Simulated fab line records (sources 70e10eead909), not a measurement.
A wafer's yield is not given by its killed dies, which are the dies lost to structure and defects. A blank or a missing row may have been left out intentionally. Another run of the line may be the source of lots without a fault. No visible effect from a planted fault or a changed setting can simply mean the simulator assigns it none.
fab line records	flow nand_harc	part 2 of 2: steps 5 to 6 of 6
record: lots: 21	wafers: 63	last_day: 33
route steps=1302 shown A_CHANNEL_HOLE_D2@608 A_STAIRCASE@674
lots untouched by any fault: they come from a run of this same line in which no faults occurred
start_h: the number of hours between the record's first day and the start of the first shown wafer of the lot	wait_h: hours elapsed since this lot's preceding step	" identical to the entry in the row above	L1.1+2: a single row standing in for several wafers	- value missing, or start not given	* or withheld: withheld	< > ~ a bound
route shown NAME@n: names a module that has steps shown in the file, with the first one's number in the route	usual: mean and standard deviation over wafers with no fault	same: alike in all rows	chamber/n: place in a boat	sites: readings site by site	_std_site: standard deviation of those values	_edge_site: outer sites' mean less inner sites'	radius_mm: for every site, how far away it sits from the centre of the wafer	mask NAME#n: copy n	behind: the tool/chamber that last shaped the wafer	hold: why the lot was held/for how many hours/how that ended	device: the transistor (n, p or np) that didn't switch	end of line: the route-end tests of the same wafers	a step with no rows: only its recipe	killed: the dies lost at the first sort to structure and to defects; this is not the yield of the wafer	map: dies across one wafer; x = killed, . = not, _ = none there
set.NAME: the setting as run; set.NAME@STEP: as run at that earlier step	model.NAME: the simulator's own value behind a step, which no gauge read
steps of the route over a sample of lots; a table a step, a row a wafer
services: the hour from which a tool's chamber was out of use, counted from the record's first day as start_h (under 0 if before that day), plus the number of hours and why
== steps ==
step: NHARC_A_STAIRCASE_TRIM_187
recipe: time_s: 211.2	o2_flow_sccm: 500	ar_flow_sccm: 0	bias_w: 0	chemistry: O2
usual: drypump_motor_current_A: 5.6/0.46	oes_product_au: 1.005/0.015	rf_vpp_V: 57.6/0.86	showerhead_plenum_p_Torr: 3.48/0.13	throttle_valve_pct: 17.037/0.0093
lot.wafer	tool	chamber	start_h	wait_h	drypump_motor_current_A	oes_product_au	rf_hours_counter_h	rf_vpp_V	showerhead_plenum_p_Torr	throttle_valve_pct
L074.3	rie_diel-12	0	360.24	0.1	6.2	0.985	24	57.2	3.42	17.040
L074.2	"	2	"	"	5.1	0.985	26	57.1	3.57	17.042
L074.6	"	0	"	"	6.2	0.987	-	59.0	3.42	17.035
L075.2	rie_diel-04	2	366.75	0.1	5.2	1.014	0	56.8	3.55	17.043
L075.6	"	0	"	"	6.0	0.992	-	57.7	3.57	17.034
L075.5	"	1	"	"	5.5	1.013	-	56.7	3.46	17.050
L077.3	rie_diel-04	0	379.93	0.1	6.0	0.991	4	57.8	3.57	17.035
L077.1	"	1	"	"	5.5	1.004	4	58.2	3.46	17.051
L077.4	"	2	"	"	5.2	1.011	3	57.5	3.54	17.032
L076.3	rie_diel-04	1	380.29	0.1	5.5	1.018	4	56.5	3.46	17.050
L076.1	"	2	"	"	5.1	1.006	3	57.6	3.54	17.022
L076.4	"	3	"	"	5.3	1.024	3	57.2	3.35	17.034
L078.2	rie_diel-13	1	389.09	0.1	6.2	1.010	12	57.0	3.38	17.058
L078.3	"	3	"	"	5.9	1.039	11	58.1	3.47	17.049
L078.6	"	0	"	"	4.7	1.017	-	56.6	3.65	17.046
L079.2	rie_diel-13	1	400.17	0.1	6.2	1.010	16	57.6	3.38	17.029
L079.3	"	2	"	"	5.7	0.985	10	58.1	3.28	17.032
L079.6	"	1	"	"	6.2	1.015	-	57.3	3.38	17.053
L080.4	rie_diel-13	3	417.77	0.2	5.9	1.041	21	59.0	3.47	17.030
L080.5	"	2	"	"	5.7	1.006	-	58.1	3.28	17.048
L080.6	"	3	"	"	5.9	1.043	-	57.8	3.47	17.040
L081.2	rie_diel-12	3	418.16	0.1	6.1	0.985	45	58.3	3.57	17.019
L081.1	"	0	"	"	6.2	0.987	44	58.9	3.41	17.020
L081.6	"	2	"	"	5.1	0.972	-	57.3	3.56	17.028
L082.1	rie_diel-12	3	437.99	0.1	6.1	0.993	49	58.8	3.57	17.033
L082.4	"	1	"	"	5.4	1.005	47	57.7	3.26	17.027
L082.6	"	3	"	"	6.2	0.989	-	57.8	3.57	17.030
L084.2	rie_diel-13	1	466.81	0.1	6.2	1.007	30	56.7	3.37	17.026
L084.1	"	2	"	"	5.7	1.001	26	57.5	3.28	17.034
L084.6	"	2	"	"	5.7	1.002	-	56.5	3.28	17.045
L085.1	rie_diel-13	1	475.18	0.1	6.2	1.014	33	57.0	3.37	17.026
L085.2	"	3	"	"	5.8	1.041	34	57.9	3.46	17.034
L085.6	"	2	"	"	5.7	1.001	-	56.5	3.27	17.026
L086.3	rie_diel-04	2	487.15	0.1	5.2	1.025	43	58.0	3.52	17.030
L086.2	"	3	"	"	5.4	1.006	44	57.3	3.33	17.040
L086.5	"	0	"	"	6.0	0.989	-	58.4	3.55	17.041
L087.4	rie_diel-13	0	505.16	0.1	4.7	1.029	42	57.8	3.63	17.025
L087.3	"	1	"	"	6.2	1.004	41	57.1	3.37	17.034
L087.5	"	1	"	"	6.2	1.001	-	58.0	3.37	17.035
L089.4	rie_diel-12	0	506.60	0.1	6.2	0.990	-	58.1	3.40	17.025
L089.5	"	1	"	"	5.4	1.008	-	58.7	3.80	17.044
L089.6	"	2	"	"	5.1	1.006	-	56.8	3.55	17.034
L088.1	rie_diel-04	0	509.98	0.1	6.0	1.001	46	56.5	3.54	17.038
L088.3	"	1	"	"	5.5	1.004	45	57.9	3.44	17.045
L088.4	"	1	"	"	5.5	1.008	-	57.2	3.44	17.033
L090.1	rie_diel-04	3	519.92	0.1	5.4	0.999	55	57.3	3.32	17.031
L090.3	"	1	"	"	5.5	1.000	48	57.0	3.44	17.038
L090.6	"	0	"	"	6.0	0.995	-	58.2	3.54	17.043
L091.1	rie_diel-12	1	533.90	0.2	5.4	1.009	29	58.8	3.79	17.034
L091.4	"	0	"	"	6.2	0.985	30	56.9	3.39	17.042
L091.5	"	2	"	"	5.1	1.003	-	59.1	3.54	17.027
L095.3	rie_diel-04	1	561.00	0.1	5.5	0.997	6	58.1	3.43	17.036
L095.2	"	2	"	"	5.2	1.012	6	56.6	3.51	17.039
L095.4	"	3	"	"	5.4	1.011	4	57.6	3.32	17.023
L094.4	rie_diel-13	1	561.34	0.1	6.2	1.009	12	56.6	3.36	17.044
L094.5	"	2	"	"	5.7	0.983	-	58.8	3.80	17.044
L094.6	"	3	"	"	5.8	1.001	-	57.4	3.45	17.034
L096.4	rie_diel-13	2	577.05	0.1	5.7	0.994	18	58.4	3.80	17.029
L096.5	"	0	"	"	4.7	1.021	-	57.7	3.62	17.052
L096.6	"	1	"	"	6.2	1.014	-	58.6	3.35	17.039
L097.4	rie_diel-04	1	596.31	0.1	5.5	0.984	19	57.0	3.43	17.027
L097.3	"	2	"	"	5.2	1.017	20	57.9	3.50	17.025
L097.5	"	2	"	"	5.1	1.019	-	57.7	3.50	17.055
step: NHARC_A_STAIRCASE_TRIM_193
recipe: time_s: 211.2	o2_flow_sccm: 500	ar_flow_sccm: 0	bias_w: 0	chemistry: O2
usual: drypump_motor_current_A: 5.6/0.47	oes_product_au: 1.006/0.016	rf_vpp_V: 57.7/0.99	showerhead_plenum_p_Torr: 3.48/0.13	throttle_valve_pct: 17.037/0.0093
lot.wafer	tool	chamber	start_h	wait_h	drypump_motor_current_A	oes_product_au	rf_hours_counter_h	rf_vpp_V	showerhead_plenum_p_Torr	throttle_valve_pct
L074.3	rie_diel-12	1	-	-	5.4	1.023	26	58.8	3.27	17.052
L074.2	"	3	"	"	6.2	1.013	25	58.2	3.59	17.040
L074.6	"	0	"	"	6.2	1.004	-	58.3	3.42	17.038
L075.2	rie_diel-04	2	-	-	5.2	1.027	1	57.2	3.54	17.048
L075.5	"	1	"	"	5.5	1.028	-	57.5	3.46	17.026
L075.6	"	2	"	"	5.2	1.018	-	59.1	3.55	17.018
L077.4	rie_diel-04	0	-	-	6.0	0.976	5	58.4	3.57	17.030
L077.1	"	1	"	"	5.5	1.014	5	56.8	3.46	17.046
L077.3	"	2	"	"	5.2	1.014	4	58.0	3.54	17.031
L076.4	rie_diel-04	0	-	-	6.0	0.998	5	58.8	3.57	17.047
L076.1	"	2	"	"	5.2	0.997	4	58.4	3.54	17.038
L076.3	"	3	"	"	5.4	1.004	4	58.6	3.35	17.025
L078.3	rie_diel-13	0	-	-	4.7	1.013	13	58.9	3.65	17.033
L078.2	"	3	"	"	5.9	1.047	12	58.8	3.47	17.048
L078.6	"	1	"	"	6.2	1.011	-	56.6	3.38	17.041
L079.3	rie_diel-13	1	-	-	6.2	1.017	16	58.1	3.38	17.058
L079.2	"	0	"	"	4.7	1.014	17	58.6	3.65	17.048
L079.6	"	2	"	"	5.7	1.000	-	55.6	3.28	17.036
L080.4	rie_diel-13	3	-	-	5.9	1.046	22	56.6	3.47	17.032
L080.6	"	3	"	"	5.9	1.055	-	58.3	3.47	17.043
L080.5	"	0	"	"	4.7	1.025	-	59.8	3.64	17.027
L081.1	rie_diel-12	3	-	-	6.2	0.984	45	57.1	3.57	17.038
L081.2	"	1	"	"	5.4	1.006	42	55.0	3.27	17.042
L081.6	"	0	"	"	6.2	0.994	-	57.6	3.41	17.040
L082.1	rie_diel-12	1	-	-	5.4	1.006	48	58.4	3.26	17.024
L082.4	"	2	"	"	5.1	0.987	-	56.9	3.56	17.032
L082.6	"	3	"	"	6.1	1.002	-	57.0	3.57	17.047
L084.1	rie_diel-13	3	-	-	5.9	1.022	32	56.7	3.46	17.014
L084.2	"	1	"	"	6.2	1.001	30	57.4	3.37	17.026
L084.6	"	2	"	"	5.7	0.994	-	56.7	3.28	17.052
L085.2	rie_diel-13	0	-	-	4.7	1.012	34	58.3	3.64	17.033
L085.1	"	3	"	"	5.9	1.042	34	57.7	3.46	17.051
L085.6	"	1	"	"	6.3	1.000	-	57.9	3.37	17.046
L086.2	rie_diel-04	0	-	-	6.0	0.991	39	56.8	3.55	17.026
L086.3	"	1	"	"	5.5	1.011	40	57.4	3.44	17.047
L086.5	"	3	"	"	5.4	1.001	-	58.7	3.33	17.019
L087.3	rie_diel-13	2	-	-	5.7	0.987	38	57.1	3.27	17.022
L087.4	"	0	"	"	4.7	1.017	42	57.9	3.63	17.026
L087.5	"	2	"	"	5.7	0.987	-	59.2	3.27	17.045
L089.6	rie_diel-12	0	-	-	6.2	1.001	-	57.1	3.40	17.042
L089.5	"	1	"	"	5.4	1.012	-	58.4	3.80	17.052
L089.4	"	2	"	"	5.1	0.998	-	56.7	3.55	17.022
L088.1	rie_diel-04	0	-	-	6.0	0.995	47	57.3	3.54	17.045
L088.3	"	1	"	"	5.5	1.008	46	58.6	3.44	17.040
L088.4	"	1	"	"	5.6	1.004	-	58.1	3.44	17.026
L090.1	rie_diel-04	0	-	-	6.0	0.994	49	57.3	3.54	17.039
L090.3	"	1	"	"	5.5	1.013	48	57.0	3.44	17.038
L090.6	"	3	"	"	5.4	0.998	-	56.4	3.32	17.051
L091.4	rie_diel-12	2	-	-	5.1	1.006	25	57.3	3.54	17.035
L091.1	"	1	"	"	5.4	1.029	30	58.6	3.79	17.058
L091.5	"	3	"	"	6.1	0.998	-	57.9	3.56	17.029
L095.3	rie_diel-04	2	-	-	5.2	1.012	6	58.3	3.51	17.033
L095.2	"	3	"	"	5.4	1.024	4	55.7	3.32	17.034
L095.4	"	0	"	"	6.0	0.982	6	58.0	3.54	17.045
L094.4	rie_diel-13	3	-	-	5.9	1.003	11	56.9	3.45	17.035
L094.5	"	3	"	"	5.9	1.008	-	56.5	3.45	17.030
L094.6	"	0	"	"	4.7	1.018	-	58.1	3.62	17.029
L096.4	rie_diel-13	2	-	-	5.7	0.980	19	59.4	3.80	17.036
L096.5	"	3	"	"	5.9	1.009	-	59.7	3.44	17.030
L096.6	"	0	"	"	4.7	1.021	-	57.4	3.62	17.047
L097.3	rie_diel-04	3	-	-	5.4	1.003	16	57.4	3.31	17.039
L097.4	"	0	"	"	6.0	0.979	17	58.9	3.53	17.027
L097.5	"	0	"	"	6.0	0.980	-	57.9	3.53	17.037
== services ==
tool	chamber	start_h	hours	kind
rie_diel-04	2	277.55	2.0	repair
rie_diel-04	2	290.37	3.8	repair
rie_diel-13	0	298.30	-	clean
rie_diel-13	1	298.30	-	clean
rie_diel-13	2	298.30	-	clean
rie_diel-13	3	298.30	-	clean
rie_diel-04	0	302.82	6.2	repair
rie_diel-13	0	322.81	-	clean
rie_diel-13	1	322.81	-	clean
rie_diel-13	2	322.81	-	clean
rie_diel-13	3	322.81	-	clean
rie_diel-13	-	342.81	9.0	pm
rie_diel-13	0	342.81	9.0	vent_cycle
xsem-01	-	374.00	14.0	pm
rie_diel-13	2	377.69	21.4	repair
rie_diel-12	0	438.34	3.9	repair
rie_diel-12	-	445.51	9.0	pm
rie_diel-04	2	466.57	3.3	repair
rie_diel-04	-	472.03	0.6	repair
rie_diel-13	0	483.34	1.6	repair
rie_diel-04	2	503.56	10.2	repair
rie_diel-12	3	503.65	6.6	repair
rie_diel-13	-	520.07	9.0	pm
rie_diel-04	-	533.30	9.0	pm
